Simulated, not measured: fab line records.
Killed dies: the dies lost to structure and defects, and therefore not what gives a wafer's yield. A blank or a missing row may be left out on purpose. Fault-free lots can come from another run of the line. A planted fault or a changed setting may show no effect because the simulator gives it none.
fab line records + flow n5_finfet + part 2 of 2: steps 5 to 6 of 6
record:
- lots: 20
- wafers: 60
- last_day: 20
route steps=1938 shown BEOL_M0_SAQP@695 BEOL_M0_CUTY@709 BEOL_M0@718
lots that met no fault: from a run of the same line without faults
start_h: hours from the record's opening day to when the first of the lot's shown wafers began + wait_h: time in hours since the lot's previous step + " the same as in the row above + L1.1+2: one row covering several wafers at once + - no value present, or no start provided + * or withheld: withheld + < > ~ a bound
route shown NAME@n: names a module that has steps shown in the file, with the first one's number in the route + usual: mean/standard deviation taken from wafers without a fault + same: alike in all rows + chamber/n: place in a boat + sites: per-site readings + _std_site: standard deviation across them + _edge_site: inner sites' mean taken away from outer sites' mean + radius_mm: for every site, how far away it sits from the centre of the wafer + mask NAME#n: copy n + behind: the last tool/chamber to shape the wafer + hold: cause of the lot's hold/its duration in hours/its outcome + device: which transistor (n, p or np) failed to switch + end of line: the route-end tests of the same wafers + step lacking rows: just its recipe + killed: dies lost to structure and defects at the first sort, not the wafer's yield + map: a wafer's dies, x killed, . not, _ none there
set.NAME: the run value of the setting; set.NAME@STEP: its run value at that earlier step + model.NAME: the simulator's own value behind a step, which no gauge read
one table for each step of the route and one row for each wafer, over a sample of lots
services: the hour from which a tool's chamber was out of use, counted from the record's first day as start_h (under 0 if before that day), plus the number of hours and why
== steps ==
step: N5_BEOL_M0_TRENCH_ETCH_107
recipe:
- chemistry: C4F6/O2
- target_depth_a: 328
- target: SiOC
- time_s: 16.4
- ion_energy_ev: 250
- pressure_mtorr: 30
- source_w: 355
- bias_w: 185
- Ar_flow_sccm: 300
- C4F6_flow_sccm: 10
- O2_flow_sccm: 10
usual:
- bias_w: 185.0/0.57
- drypump_motor_current_A: 5.8/0.41
- oes_product_au: 0.79/0.06
- rf_vpp_V: 667/7.9
- showerhead_plenum_p_Torr: 2.89/0.07
- throttle_valve_pct: 20.89/0.22
| lot.wafer | tool        | chamber | start_h | wait_h | bias_w | drypump_motor_current_A | oes_product_au | rf_hours_counter_h | rf_vpp_V | showerhead_plenum_p_Torr | throttle_valve_pct |
|-----------|-------------|---------|---------|--------|--------|-------------------------|----------------|--------------------|----------|--------------------------|--------------------|
| L074.2    | rie_diel-01 | 1       | 117.66  | 0.0    | 185.0  | 5.8                     | 0.85           | 66                 | 666      | 2.89                     | 20.82              |
| L074.5    | "           | 2       | "       | "      | 185.7  | 6.2                     | 0.89           | -                  | 662      | 2.79                     | 20.97              |
| L074.6    | "           | 3       | "       | "      | 184.6  | 5.6                     | 0.79           | -                  | 670      | 2.88                     | 21.05              |
| L075.2    | rie_diel-04 | 3       | 130.54  | 0.0    | 184.8  | 6.5                     | 0.76           | 168                | 676      | 2.95                     | 20.60              |
| L075.3    | "           | 2       | "       | "      | 184.9  | 5.4                     | 0.71           | 184                | 674      | 2.93                     | 21.30              |
| L075.4    | "           | 1       | "       | "      | 184.8  | 5.3                     | 0.81           | -                  | 656      | 2.87                     | 20.47              |
| L076.1    | rie_diel-06 | 0       | 132.83  | 0.0    | 184.8  | 5.9                     | 0.74           | 173                | 651      | 2.82                     | 21.00              |
| L076.2    | "           | 2       | "       | "      | 184.0  | 5.1                     | 0.74           | 162                | 674      | 2.96                     | 20.71              |
| L076.4    | "           | 1       | "       | "      | 183.9  | 5.8                     | 0.86           | 55                 | 680      | 2.89                     | 20.88              |
| L077.1    | rie_diel-01 | 3       | 135.38  | 0.0    | 185.0  | 5.6                     | 0.79           | 124                | 671      | 2.87                     | 21.06              |
| L077.2    | "           | 0       | "       | "      | 184.9  | 5.8                     | 0.87           | 59                 | 677      | 2.99                     | 20.86              |
| L077.5    | "           | 2       | "       | "      | 184.8  | 6.3                     | 0.88           | -                  | 662      | 2.78                     | 20.98              |
| L078.1    | rie_diel-06 | 3       | 135.47  | 0.0    | 184.4  | 5.9                     | 0.77           | 133                | 661      | 2.86                     | 20.82              |
| L078.3    | "           | 2       | "       | "      | 186.5  | 5.0                     | 0.75           | 163                | 674      | 2.96                     | 20.73              |
| L078.5    | "           | 2       | "       | "      | 185.2  | 5.1                     | 0.75           | -                  | 674      | 2.96                     | 20.73              |
| L079.3    | rie_diel-06 | 0       | 148.28  | 0.0    | 185.7  | 6.0                     | 0.74           | 178                | 653      | 2.82                     | 21.00              |
| L079.5    | "           | 0       | "       | "      | 185.2  | 6.0                     | 0.74           | -                  | 654      | 2.82                     | 21.00              |
| L079.6    | "           | 3       | "       | "      | 184.4  | 5.9                     | 0.76           | -                  | 662      | 2.85                     | 20.81              |
| L080.3    | rie_diel-06 | 1       | 149.60  | 0.0    | 184.6  | 5.7                     | 0.85           | 60                 | 680      | 2.88                     | 20.87              |
| L080.5    | "           | 0       | "       | "      | 185.2  | 6.0                     | 0.74           | -                  | 652      | 2.82                     | 21.00              |
| L080.6    | "           | 3       | "       | "      | 185.1  | 5.9                     | 0.76           | -                  | 663      | 2.85                     | 20.81              |
| L081.1    | rie_diel-01 | 2       | 170.05  | 0.0    | 185.5  | 6.2                     | 0.86           | 63                 | 663      | 2.78                     | 21.00              |
| L081.3    | "           | 1       | "       | "      | 185.3  | 5.8                     | 0.83           | 86                 | 666      | 2.88                     | 20.85              |
| L081.6    | "           | 3       | "       | "      | 186.0  | 5.6                     | 0.78           | -                  | 670      | 2.87                     | 21.07              |
| L083.1    | rie_diel-04 | 2       | 214.25  | 0.0    | 186.1  | 5.4                     | 0.70           | 207                | 674      | 2.92                     | 21.32              |
| L083.4    | "           | 0       | "       | "      | 184.4  | 6.4                     | 0.93           | 17                 | 664      | 3.02                     | 20.76              |
| L083.6    | "           | 1       | "       | "      | 185.9  | 5.3                     | 0.80           | -                  | 656      | 2.85                     | 20.51              |
| L085.2    | rie_diel-01 | 0       | 232.64  | 0.0    | 185.1  | 5.7                     | 0.83           | 80                 | 678      | 2.98                     | 20.91              |
| L085.3    | "           | 2       | "       | "      | 185.2  | 6.3                     | 0.84           | 74                 | 661      | 2.77                     | 21.01              |
| L085.6    | "           | 3       | "       | "      | 185.1  | 5.5                     | 0.77           | -                  | 668      | 2.86                     | 21.08              |
| L086.1    | rie_diel-04 | 0       | 235.36  | 0.0    | 184.1  | 6.4                     | 0.91           | 23                 | 663      | 3.02                     | 20.74              |
| L086.4    | "           | 3       | "       | "      | 183.8  | 6.5                     | 0.74           | 195                | 677      | 2.94                     | 20.63              |
| L086.6    | "           | 1       | "       | "      | 185.5  | 5.3                     | 0.80           | -                  | 657      | 2.85                     | 20.52              |
| L088.2    | rie_diel-04 | 3       | 235.63  | 0.0    | 185.1  | 6.5                     | 0.75           | 195                | 677      | 2.94                     | 20.65              |
| L088.4    | "           | 0       | "       | "      | 184.9  | 6.4                     | 0.92           | 23                 | 664      | 3.02                     | 20.74              |
| L088.5    | "           | 1       | "       | "      | 184.0  | 5.3                     | 0.80           | -                  | 656      | 2.85                     | 20.52              |
| L089.2    | rie_diel-01 | 1       | 266.27  | 0.0    | 186.4  | 5.8                     | 0.80           | 107                | 666      | 2.87                     | 20.86              |
| L089.4    | "           | 3       | "       | "      | 185.0  | 5.6                     | 0.75           | 158                | 670      | 2.86                     | 21.09              |
| L089.5    | "           | 0       | "       | "      | 184.9  | 5.8                     | 0.81           | -                  | 677      | 2.98                     | 20.93              |
| L090.1    | rie_diel-04 | 1       | 266.92  | 0.0    | 185.3  | 5.3                     | 0.79           | 116                | 655      | 2.85                     | 20.54              |
| L090.4    | "           | 2       | "       | "      | 184.9  | 5.4                     | 0.69           | -                  | 672      | 2.91                     | 21.35              |
| L090.5    | "           | 1       | "       | "      | 185.3  | 5.3                     | 0.78           | -                  | 657      | 2.85                     | 20.54              |
| L091.1    | rie_diel-04 | 2       | 268.75  | 0.0    | 184.1  | 5.4                     | 0.68           | 227                | 672      | 2.91                     | 21.36              |
| L091.4    | "           | 2       | "       | "      | 184.8  | 5.4                     | 0.69           | -                  | 672      | 2.91                     | 21.35              |
| L091.6    | "           | 0       | "       | "      | 185.4  | 6.4                     | 0.88           | -                  | 662      | 3.01                     | 20.78              |
| L093.1    | rie_diel-01 | 2       | 271.11  | 0.0    | 185.1  | 6.2                     | 0.82           | 88                 | 660      | 2.77                     | 21.04              |
| L093.3    | "           | 1       | "       | "      | 185.5  | 5.8                     | 0.81           | 109                | 667      | 2.87                     | 20.88              |
| L093.5    | "           | 2       | "       | "      | 185.7  | 6.2                     | 0.82           | -                  | 662      | 2.77                     | 21.03              |
| L096.1    | rie_diel-01 | 2       | 302.86  | 0.0    | 184.5  | 6.2                     | 0.81           | 101                | 661      | 2.76                     | 21.05              |
| L096.2    | "           | 3       | "       | "      | 185.1  | 5.6                     | 0.74           | 173                | 670      | 2.85                     | 21.12              |
| L096.3    | "           | 0       | "       | "      | 184.2  | 5.7                     | 0.81           | 104                | 676      | 2.97                     | 20.94              |
| L095.1    | rie_diel-04 | 0       | 302.92  | 0.0    | 183.8  | 6.4                     | 0.86           | 54                 | 663      | 3.00                     | 20.79              |
| L095.2    | "           | 1       | "       | "      | 185.4  | 5.3                     | 0.76           | 134                | 656      | 2.84                     | 20.56              |
| L095.4    | "           | 3       | "       | "      | 186.0  | 6.5                     | 0.73           | 213                | 676      | 2.93                     | 20.67              |
| L094.1    | rie_diel-06 | 2       | 303.27  | 0.0    | 184.8  | 5.1                     | 0.71           | 212                | 674      | 2.94                     | 20.78              |
| L094.4    | "           | 0       | "       | "      | 184.8  | 6.0                     | 0.71           | -                  | 652      | 2.80                     | 21.07              |
| L094.5    | "           | 2       | "       | "      | 185.1  | 5.0                     | 0.70           | -                  | 672      | 2.94                     | 20.78              |
| L097.4    | rie_diel-01 | 0       | 303.37  | 0.0    | 185.5  | 5.7                     | 0.79           | 104                | 678      | 2.97                     | 20.94              |
| L097.5    | "           | 3       | "       | "      | 184.6  | 5.5                     | 0.74           | -                  | 667      | 2.85                     | 21.12              |
| L097.6    | "           | 0       | "       | "      | 185.6  | 5.8                     | 0.80           | -                  | 677      | 2.97                     | 20.93              |
step: N5_BEOL_M0_ETCH_109
recipe:
- chemistry: CH3F/O2
- target_depth_a: 80
- overetch_a: 24
- target: SiCN
- time_s: 27.4
- ion_energy_ev: 120
- pressure_mtorr: 30
- source_w: 395
- bias_w: 75
- Ar_flow_sccm: 150
- CH3F_flow_sccm: 30
- O2_flow_sccm: 20
usual:
- bias_w: 75.01/0.2
- drypump_motor_current_A: 5.8/0.42
- oes_product_au: 0.66/0.05
- rf_vpp_V: 298.0/1.3
- showerhead_plenum_p_Torr: 2.03/0.05
- throttle_valve_pct: 16.34/0.22
| lot.wafer | tool        | chamber | start_h | wait_h | bias_w | drypump_motor_current_A | oes_product_au | rf_hours_counter_h | rf_vpp_V | showerhead_plenum_p_Torr | throttle_valve_pct |
|-----------|-------------|---------|---------|--------|--------|-------------------------|----------------|--------------------|----------|--------------------------|--------------------|
| L074.2    | rie_diel-06 | 0       | 117.87  | 0.0    | 74.91  | 6.0                     | 0.64           | 168                | 297.2    | 1.99                     | 16.48              |
| L074.5    | "           | 2       | "       | "      | 75.16  | 5.1                     | 0.64           | -                  | 297.4    | 2.09                     | 16.16              |
| L074.6    | "           | 3       | "       | "      | 75.38  | 5.9                     | 0.66           | -                  | 296.4    | 2.01                     | 16.24              |
| L075.2    | rie_diel-04 | 3       | 131.02  | 0.3    | 75.46  | 6.4                     | 0.65           | 168                | 300.1    | 2.08                     | 16.12              |
| L075.3    | "           | 2       | "       | "      | 74.66  | 5.5                     | 0.61           | 185                | 299.2    | 2.07                     | 16.76              |
| L075.4    | "           | 1       | "       | "      | 75.02  | 5.3                     | 0.72           | -                  | 299.2    | 2.01                     | 15.97              |
| L076.1    | rie_diel-04 | 2       | 133.06  | 0.0    | 74.95  | 5.5                     | 0.61           | 186                | 296.5    | 2.07                     | 16.75              |
| L076.2    | "           | 1       | "       | "      | 75.21  | 5.3                     | 0.70           | 76                 | 297.6    | 2.01                     | 15.96              |
| L076.4    | "           | 2       | "       | "      | 75.09  | 5.5                     | 0.61           | -                  | 298.9    | 2.07                     | 16.76              |
| L077.1    | rie_diel-06 | 2       | 135.59  | 0.0    | 75.29  | 5.1                     | 0.63           | 163                | 298.3    | 2.08                     | 16.16              |
| L077.2    | "           | 0       | "       | "      | 75.02  | 6.0                     | 0.64           | 174                | 298.1    | 1.98                     | 16.49              |
| L077.5    | "           | 0       | "       | "      | 74.70  | 6.0                     | 0.65           | -                  | 297.4    | 1.98                     | 16.49              |
| L078.1    | rie_diel-04 | 2       | 135.68  | 0.0    | 75.27  | 5.5                     | 0.63           | 187                | 299.6    | 2.07                     | 16.78              |
| L078.3    | "           | 3       | "       | "      | 74.99  | 6.5                     | 0.65           | 171                | 298.6    | 2.08                     | 16.12              |
| L078.5    | "           | 3       | "       | "      | 75.03  | 6.5                     | 0.64           | -                  | 298.4    | 2.08                     | 16.15              |
| L079.3    | rie_diel-01 | 0       | 148.49  | 0.0    | 74.79  | 5.7                     | 0.72           | 63                 | 299.6    | 2.11                     | 16.28              |
| L079.5    | "           | 2       | "       | "      | 74.80  | 6.2                     | 0.72           | -                  | 295.8    | 1.95                     | 16.40              |
| L079.6    | "           | 1       | "       | "      | 75.01  | 5.8                     | 0.70           | -                  | 298.3    | 2.03                     | 16.26              |
| L080.3    | rie_diel-04 | 0       | 149.81  | 0.0    | 74.85  | 6.4                     | 0.82           | 3                  | 301.1    | 2.13                     | 16.12              |
| L080.5    | "           | 2       | "       | "      | 75.12  | 5.5                     | 0.62           | -                  | 298.9    | 2.06                     | 16.78              |
| L080.6    | "           | 3       | "       | "      | 74.65  | 6.5                     | 0.65           | -                  | 297.5    | 2.08                     | 16.15              |
| L081.1    | rie_diel-01 | 2       | 170.29  | 0.1    | 75.48  | 6.2                     | 0.72           | 63                 | 297.1    | 1.95                     | 16.39              |
| L081.3    | "           | 1       | "       | "      | 74.83  | 5.8                     | 0.72           | 86                 | 298.3    | 2.03                     | 16.29              |
| L081.6    | "           | 0       | "       | "      | 75.41  | 5.7                     | 0.72           | -                  | 299.6    | 2.11                     | 16.31              |
| L083.1    | rie_diel-01 | 2       | 214.67  | 0.2    | 74.81  | 6.2                     | 0.73           | 70                 | 295.9    | 1.95                     | 16.42              |
| L083.4    | "           | 1       | "       | "      | 74.96  | 5.8                     | 0.71           | 92                 | 297.2    | 2.02                     | 16.30              |
| L083.6    | "           | 1       | "       | "      | 74.87  | 5.8                     | 0.71           | -                  | 297.8    | 2.02                     | 16.29              |
| L085.2    | rie_diel-04 | 3       | 232.85  | 0.0    | 74.79  | 6.4                     | 0.62           | 194                | 300.2    | 2.07                     | 16.17              |
| L085.3    | "           | 1       | "       | "      | 74.84  | 5.3                     | 0.68           | 101                | 298.1    | 2.00                     | 16.03              |
| L085.6    | "           | 1       | "       | "      | 74.99  | 5.3                     | 0.67           | -                  | 297.6    | 2.00                     | 16.02              |
| L086.1    | rie_diel-04 | 0       | 235.71  | 0.2    | 75.10  | 6.4                     | 0.78           | 23                 | 300.2    | 2.12                     | 16.16              |
| L086.4    | "           | 1       | "       | "      | 75.07  | 5.3                     | 0.69           | 102                | 296.4    | 2.00                     | 16.00              |
| L086.6    | "           | 0       | "       | "      | 75.04  | 6.4                     | 0.80           | -                  | 299.5    | 2.12                     | 16.18              |
| L088.2    | rie_diel-04 | 0       | 236.46  | 0.6    | 75.23  | 6.4                     | 0.78           | 23                 | 300.3    | 2.12                     | 16.16              |
| L088.4    | "           | 2       | "       | "      | 74.59  | 5.4                     | 0.60           | 212                | 297.8    | 2.06                     | 16.81              |
| L088.5    | "           | 2       | "       | "      | 74.76  | 5.4                     | 0.60           | -                  | 299.8    | 2.06                     | 16.80              |
| L089.2    | rie_diel-01 | 3       | 267.02  | 0.6    | 74.91  | 5.6                     | 0.64           | 158                | 296.4    | 2.01                     | 16.51              |
| L089.4    | "           | 2       | "       | "      | 74.84  | 6.2                     | 0.69           | 87                 | 296.2    | 1.94                     | 16.45              |
| L089.5    | "           | 1       | "       | "      | 74.63  | 5.7                     | 0.67           | -                  | 298.9    | 2.02                     | 16.32              |
| L090.1    | rie_diel-06 | 2       | 267.25  | 0.1    | 75.13  | 5.1                     | 0.60           | 196                | 299.4    | 2.07                     | 16.26              |
| L090.4    | "           | 0       | "       | "      | 75.25  | 6.0                     | 0.62           | 207                | 298.2    | 1.97                     | 16.56              |
| L090.5    | "           | 3       | "       | "      | 75.15  | 5.9                     | 0.64           | -                  | 298.4    | 2.00                     | 16.30              |
| L091.1    | rie_diel-06 | 1       | 268.97  | 0.0    | 74.65  | 5.7                     | 0.69           | 89                 | 298.0    | 2.02                     | 16.37              |
| L091.4    | "           | 2       | "       | "      | 75.32  | 5.1                     | 0.60           | 196                | 299.2    | 2.07                     | 16.25              |
| L091.6    | "           | 1       | "       | "      | 74.72  | 5.7                     | 0.70           | -                  | 297.3    | 2.02                     | 16.37              |
| L093.1    | rie_diel-01 | 3       | 271.33  | 0.0    | 74.84  | 5.6                     | 0.63           | 160                | 297.4    | 2.01                     | 16.52              |
| L093.3    | "           | 0       | "       | "      | 74.75  | 5.8                     | 0.70           | 92                 | 297.3    | 2.10                     | 16.35              |
| L093.5    | "           | 2       | "       | "      | 74.82  | 6.2                     | 0.70           | -                  | 294.3    | 1.94                     | 16.45              |
| L096.1    | rie_diel-06 | 3       | 303.34  | 0.2    | 75.31  | 5.9                     | 0.62           | 178                | 297.7    | 1.99                     | 16.36              |
| L096.2    | "           | 0       | "       | "      | 75.06  | 5.9                     | 0.61           | 221                | 297.0    | 1.97                     | 16.56              |
| L096.3    | "           | 2       | "       | "      | 74.94  | 5.1                     | 0.60           | 212                | 298.6    | 2.07                     | 16.29              |
| L095.1    | rie_diel-01 | 3       | 303.44  | 0.3    | 74.88  | 5.6                     | 0.62           | 173                | 297.3    | 2.00                     | 16.55              |
| L095.2    | "           | 1       | "       | "      | 75.19  | 5.7                     | 0.67           | 121                | 296.9    | 2.01                     | 16.34              |
| L095.4    | "           | 2       | "       | "      | 74.90  | 6.2                     | 0.69           | 101                | 295.6    | 1.94                     | 16.47              |
| L094.1    | rie_diel-01 | 2       | 303.58  | 0.1    | 74.99  | 6.3                     | 0.68           | 101                | 297.1    | 1.94                     | 16.47              |
| L094.4    | "           | 3       | "       | "      | 74.55  | 5.6                     | 0.65           | 173                | 296.2    | 2.00                     | 16.54              |
| L094.5    | "           | 2       | "       | "      | 74.96  | 6.2                     | 0.70           | -                  | 296.2    | 1.94                     | 16.48              |
| L097.4    | rie_diel-06 | 0       | 303.66  | 0.1    | 75.12  | 6.0                     | 0.61           | -                  | 299.1    | 1.97                     | 16.58              |
| L097.5    | "           | 3       | "       | "      | 75.05  | 5.9                     | 0.62           | -                  | 299.0    | 1.99                     | 16.34              |
| L097.6    | "           | 2       | "       | "      | 75.22  | 5.1                     | 0.61           | -                  | 299.1    | 2.07                     | 16.28              |
== services ==
| tool        | chamber | start_h | hours | kind   |
|-------------|---------|---------|-------|--------|
| rie_diel-05 | 3       | 93.94   | 21.0  | repair |
| rie_diel-04 | 1       | 106.06  | 2.9   | repair |
| rie_diel-02 | 1       | 107.68  | 15.5  | repair |
| rie_diel-02 | 2       | 107.69  | 2.9   | repair |
| rie_diel-02 | -       | 151.09  | 15.6  | pm     |
| rie_diel-06 | -       | 152.62  | 0.9   | repair |
| rie_diel-05 | -       | 153.22  | 28.1  | pm     |
| rie_diel-01 | 0       | 161.28  | 4.4   | repair |
| rie_diel-01 | 1       | 187.71  | 6.8   | repair |
| rie_diel-05 | 3       | 189.24  | 1.3   | repair |
| rie_diel-05 | -       | 207.38  | 2.6   | repair |
| rie_diel-05 | 1       | 213.83  | 14.7  | repair |
| rie_diel-06 | 1       | 214.42  | 9.5   | repair |
| rie_diel-05 | -       | 217.62  | 0.7   | repair |
| rie_diel-05 | 3       | 227.96  | 6.0   | repair |
| rie_diel-05 | 1       | 229.85  | 2.6   | repair |
| rie_diel-01 | -       | 234.77  | 2.8   | pm     |
| rie_diel-02 | -       | 241.35  | 2.8   | pm     |
| rie_diel-02 | 3       | 250.98  | 4.4   | repair |
| rie_diel-03 | 3       | 251.86  | 6.5   | repair |
| rie_diel-06 | 3       | 258.10  | 3.1   | repair |
| rie_diel-04 | 3       | 260.32  | 20.8  | repair |
| rie_diel-02 | 0       | 294.77  | 12.3  | repair |
| rie_diel-06 | 1       | 301.28  | 8.3   | repair |
